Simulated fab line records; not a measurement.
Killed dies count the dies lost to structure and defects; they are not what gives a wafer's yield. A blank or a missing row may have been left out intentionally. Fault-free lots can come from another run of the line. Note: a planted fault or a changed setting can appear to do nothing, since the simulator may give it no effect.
Chamber matching -- flow nandHarc -- NHARC_A_DECK1_JOINT_ETCHBACK_00 on rieSi-04: 4 sister chambers
The step etches the open film in HBr, target depth 30 nm, time 17.4 s. 22 wafers are shown with their chamber, then 11 later ones without.

## WAFERS PAIRED WITH THEIR CHAMBERS
wafer,chamber,drypumpMotorCurrentA (A),oesProductAu (a.u.),throttleValvePct (%)
L074.1,1,5.4,1.000,23.265
L074.4,2,5.3,0.991,23.282
L074.6,0,6.3,0.976,23.270
L076.1,3,5.6,1.005,23.271
L076.2,2,5.3,0.991,23.277
L076.3,1,5.4,0.996,23.254
L080.3,2,5.3,0.987,23.250
L080.4,0,6.3,0.999,23.256
L080.6,1,5.4,0.993,23.262
L083.1,3,5.6,1.019,23.252
L083.2,2,5.3,0.994,23.272
L083.6,0,6.3,0.991,23.279
L086.3,2,5.3,1.002,23.269
L086.4,1,5.5,1.014,23.280
L086.6,1,5.4,1.002,23.278
L089.1,1,5.4,1.006,23.260
L089.3,3,5.6,1.010,23.285
L089.4,0,6.3,1.012,23.281
L090.1,2,5.3,1.000,23.282
L090.3,1,5.4,1.011,23.293
L090.4,0,6.3,1.006,23.266
L093.1,1,5.4,1.008,23.271

SIGNATURES (averages over the wafers above)
reading,chamber 0,chamber 1,chamber 2,chamber 3,scatter within a chamber
drypumpMotorCurrentA,6.300,5.413,5.300,5.600,0.022
oesProductAu,0.99680,1.00375,0.99417,1.01133,0.00891
throttleValvePct,23.27040,23.27038,23.27200,23.26933,0.0125
Rule: for each reading, subtract the chamber's mean from the wafer's reading, divide by that reading's scatter and square the result; add these up over the readings and take the root, which gives the wafer's distance from the chamber. The wafer belongs to the nearest chamber; if the next one is less than 2 further off, it can't be placed. How the scatter is found: for the shown wafers, subtract from each reading the mean of its chamber, square and add these, divide the total by (wafers less chambers), then take the root.

## WAFERS WITH NO CHAMBER GIVEN
wafer,drypumpMotorCurrentA (A),oesProductAu (a.u.),throttleValvePct (%)
L093.4,5.3,1.003,23.242
L093.6,6.3,0.991,23.268
L096.2,5.4,1.014,23.245
L096.3,5.3,0.992,23.276
L096.4,5.6,1.002,23.274
L095.1,5.3,0.988,23.264
L095.4,5.6,1.006,23.276
L095.5,5.4,1.011,23.261
L097.1,5.6,1.009,23.256
L097.3,5.3,0.993,23.270
L097.6,5.6,1.008,23.258

## WHICH CHAMBER EACH WENT THROUGH
wafer,from the rows above,in truth
L093.4,2,2
L093.6,0,0
L096.2,1,1
L096.3,2,2
L096.4,3,3
L095.1,2,2
L095.4,3,3
L095.5,1,1
L097.1,3,3
L097.3,2,2
L097.6,3,3
Correctly placed: 11 of 11. Left unplaced by these rows: 0. Wrongly placed: 0.
